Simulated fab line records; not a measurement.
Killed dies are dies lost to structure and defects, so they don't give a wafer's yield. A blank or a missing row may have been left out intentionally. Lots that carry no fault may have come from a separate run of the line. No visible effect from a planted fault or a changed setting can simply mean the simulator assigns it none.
Split-lot study / flow n5 finfet / on a route of 1938 steps: 7 lots, 21 wafers read

== THE SPLIT ==
At N5_BEOL_M4_COAT_67 (time 60 s, resist thk 60 nm), the setting spin rpm was moved away from the recipe's 1500 rpm on 7 of the 21 wafers read, by -7.5% to +9.1%. For the rest of the wafers, this setting stayed at what the recipe calls for.

== FROM THE SPLIT TO THE READING: what the file shows between them, 11 steps ==
- N5_BEOL_M4_COAT_68: time 60 s, resist thk 12 nm (also split here: spin rpm)
- N5_BEOL_M4_COAT_76: time 60 s, resist thk 5 nm
- N5_BEOL_M4_COAT_22: resist thk 30 nm
- N5_BEOL_M4_DESCUM_33: chemistry O2, time 7 s
- N5_BEOL_M4_ETCH_77: etches underlayer in N2/H2, target depth 6.5 nm, time 5.2 s
- N5_BEOL_M4_ETCH_69: etches SiARC in CF4, target depth 15.6 nm, time 26 s
- N5_BEOL_M4_ALD_98: deposits SiO2, target thk 2.5 nm, pulse time 1 s, co reactant pulse time 1 s
- N5_BEOL_M4_ETCHBACK_99: etches SiO2 in CHF3, target depth 5 nm, time 10.4 s
- N5_BEOL_M4_ETCH_70: etches SOC in N2/H2, target depth 80 nm, overetch 24 nm, time 130 s
- N5_BEOL_M4_STRIP_71: strips in N2/H2
- N5_BEOL_M4_STRIP_78: strips in N2/H2

== THE READING ==
SOC_of_BEOL_M4_COAT_67.thk nm (the simulator's own value, which no gauge read), in nm, at N5_BEOL_M4_VIA_ETCH_34 (etches the open film in C4F6/O2, target depth 69.4 nm, time 65.9 s). The file does not state a usual value for it. Across the 14 wafers here that went through the recipe, the average is 51.9 nm and the standard deviation 0.16 nm.

wafer=L077.3; tool, chamber at the split=litho track-05, 0; spin rpm as run, rpm=1500; against the recipe=recipe; SOC_of_BEOL_M4_COAT_67.thk nm, nm=51.8; against lot-mates on the recipe=-
wafer=L077.5; tool, chamber at the split=litho track-05, 0; spin rpm as run, rpm=1500; against the recipe=recipe; SOC_of_BEOL_M4_COAT_67.thk nm, nm=51.8; against lot-mates on the recipe=-
wafer=L077.6; tool, chamber at the split=litho track-05, 0; spin rpm as run, rpm=1546; against the recipe=+3.1%; SOC_of_BEOL_M4_COAT_67.thk nm, nm=50.8; against lot-mates on the recipe=-1.0
wafer=L076.3; tool, chamber at the split=litho track-02, 0; spin rpm as run, rpm=1500; against the recipe=recipe; SOC_of_BEOL_M4_COAT_67.thk nm, nm=52; against lot-mates on the recipe=-
wafer=L076.4; tool, chamber at the split=litho track-02, 0; spin rpm as run, rpm=1500; against the recipe=recipe; SOC_of_BEOL_M4_COAT_67.thk nm, nm=51.8; against lot-mates on the recipe=-
wafer=L076.6; tool, chamber at the split=litho track-02, 0; spin rpm as run, rpm=1500; against the recipe=recipe; SOC_of_BEOL_M4_COAT_67.thk nm, nm=51.8; against lot-mates on the recipe=-
wafer=L078.4; tool, chamber at the split=litho track-02, 0; spin rpm as run, rpm=1561; against the recipe=+4.1%; SOC_of_BEOL_M4_COAT_67.thk nm, nm=50.4; against lot-mates on the recipe=-1.8
wafer=L078.5; tool, chamber at the split=litho track-02, 0; spin rpm as run, rpm=1561; against the recipe=+4.1%; SOC_of_BEOL_M4_COAT_67.thk nm, nm=50.8; against lot-mates on the recipe=-1.4
wafer=L078.6; tool, chamber at the split=litho track-02, 0; spin rpm as run, rpm=1500; against the recipe=recipe; SOC_of_BEOL_M4_COAT_67.thk nm, nm=52.2; against lot-mates on the recipe=-
wafer=L083.3; tool, chamber at the split=litho track-03, 0; spin rpm as run, rpm=1500; against the recipe=recipe; SOC_of_BEOL_M4_COAT_67.thk nm, nm=51.6; against lot-mates on the recipe=-
wafer=L083.5; tool, chamber at the split=litho track-03, 0; spin rpm as run, rpm=1500; against the recipe=recipe; SOC_of_BEOL_M4_COAT_67.thk nm, nm=51.8; against lot-mates on the recipe=-
wafer=L083.6; tool, chamber at the split=litho track-03, 0; spin rpm as run, rpm=1500; against the recipe=recipe; SOC_of_BEOL_M4_COAT_67.thk nm, nm=52; against lot-mates on the recipe=-
wafer=L090.3; tool, chamber at the split=litho track-05, 0; spin rpm as run, rpm=1636; against the recipe=+9.1%; SOC_of_BEOL_M4_COAT_67.thk nm, nm=49.4; against lot-mates on the recipe=-2.5
wafer=L090.4; tool, chamber at the split=litho track-05, 0; spin rpm as run, rpm=1500; against the recipe=recipe; SOC_of_BEOL_M4_COAT_67.thk nm, nm=51.8; against lot-mates on the recipe=-
wafer=L090.6; tool, chamber at the split=litho track-05, 0; spin rpm as run, rpm=1500; against the recipe=recipe; SOC_of_BEOL_M4_COAT_67.thk nm, nm=52; against lot-mates on the recipe=-
wafer=L094.2; tool, chamber at the split=litho track-03, 0; spin rpm as run, rpm=1500; against the recipe=recipe; SOC_of_BEOL_M4_COAT_67.thk nm, nm=51.8; against lot-mates on the recipe=-
wafer=L094.3; tool, chamber at the split=litho track-03, 0; spin rpm as run, rpm=1500; against the recipe=recipe; SOC_of_BEOL_M4_COAT_67.thk nm, nm=52; against lot-mates on the recipe=-
wafer=L094.4; tool, chamber at the split=litho track-03, 0; spin rpm as run, rpm=1430; against the recipe=-4.7%; SOC_of_BEOL_M4_COAT_67.thk nm, nm=52.8; against lot-mates on the recipe=+0.9
wafer=L082.2; tool, chamber at the split=litho track-05, 0; spin rpm as run, rpm=1500; against the recipe=recipe; SOC_of_BEOL_M4_COAT_67.thk nm, nm=52.2; against lot-mates on the recipe=-
wafer=L082.4; tool, chamber at the split=litho track-05, 0; spin rpm as run, rpm=1388; against the recipe=-7.5%; SOC_of_BEOL_M4_COAT_67.thk nm, nm=54; against lot-mates on the recipe=+1.8
wafer=L082.6; tool, chamber at the split=litho track-05, 0; spin rpm as run, rpm=1388; against the recipe=-7.5%; SOC_of_BEOL_M4_COAT_67.thk nm, nm=54.4; against lot-mates on the recipe=+2.2

THE FIT
A straight line over all 21 wafers: SOC_of_BEOL_M4_COAT_67.thk nm changes by -0.291 nm for each +1% of spin rpm; r = -0.98; the points scatter about the line by 0.21 nm.
The same after taking each lot's own level away (the mean of its wafers on the recipe; 21 wafers): -0.282 nm for each +1%; r = -0.98; scatter 0.21 nm.
Per that fit: largest spin rpm move, reading shift of 2.6 nm.
Measured against the standard deviation above, the lots' own levels, which go from 51.80 to 52.20 nm, span 2.4 times it.
The two slopes agree, so the slope changes little with the lot-to-lot level.
Check: with one of the wafers moved furthest among these (+9.1%) left out of the fit, the line predicts -2.71 nm for it against its lot-mates. Against them it came out at -2.5 nm.

== FURTHER SPLITS ON THESE WAFERS ==
Other splits were also applied to these wafers ahead of the reading. Each is held against what the fit with the lots' levels taken away leaves over:
other split on the same wafers=N5_BEOL_M2_COAT_67 spin rpm; wafers away from the commonest value=5; r with SOC_of_BEOL_M4_COAT_67.thk nm (lot level and that fit taken away)=+0.12
other split on the same wafers=N5_BEOL_M3_TRENCH_ETCH_37 bias w; wafers away from the commonest value=5; r with SOC_of_BEOL_M4_COAT_67.thk nm (lot level and that fit taken away)=-0.05
other split on the same wafers=N5_BEOL_M4_COAT_68 spin rpm; wafers away from the commonest value=4; r with SOC_of_BEOL_M4_COAT_67.thk nm (lot level and that fit taken away)=+0.40

== THE WHOLE CHAIN: every reading that the file lists as answering this split, in the file's order ==
step=N5_BEOL_M4_COAT_67; what it does=time 60 s, resist thk 60 nm; reading=SOC_of_BEOL_M4_COAT_67.thk nm (the simulator's own value, which no gauge read); change (the file's fit)=-0.288 nm for each +1% of the setting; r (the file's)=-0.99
step=N5_BEOL_M4_ETCH_70; what it does=etches SOC in N2/H2, target depth 80 nm, overetch 24 nm, time 130 s; reading=etch.depth nm (the simulator's own value, which no gauge read); change (the file's fit)=-0.289 nm for each +1% of the setting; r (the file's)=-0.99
step=N5_BEOL_M4_VIA_ETCH_34; what it does=etches the open film in C4F6/O2, target depth 69.4 nm, time 65.9 s; reading=SOC_of_BEOL_M4_COAT_67.thk nm (the simulator's own value, which no gauge read); change (the file's fit)=-0.277 nm for each +1% of the setting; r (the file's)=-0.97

== THE FILE'S OWN FIT ==
SOC_of_BEOL_M4_COAT_67.thk nm changes by -0.277 nm for each +1% of spin rpm, r = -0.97.
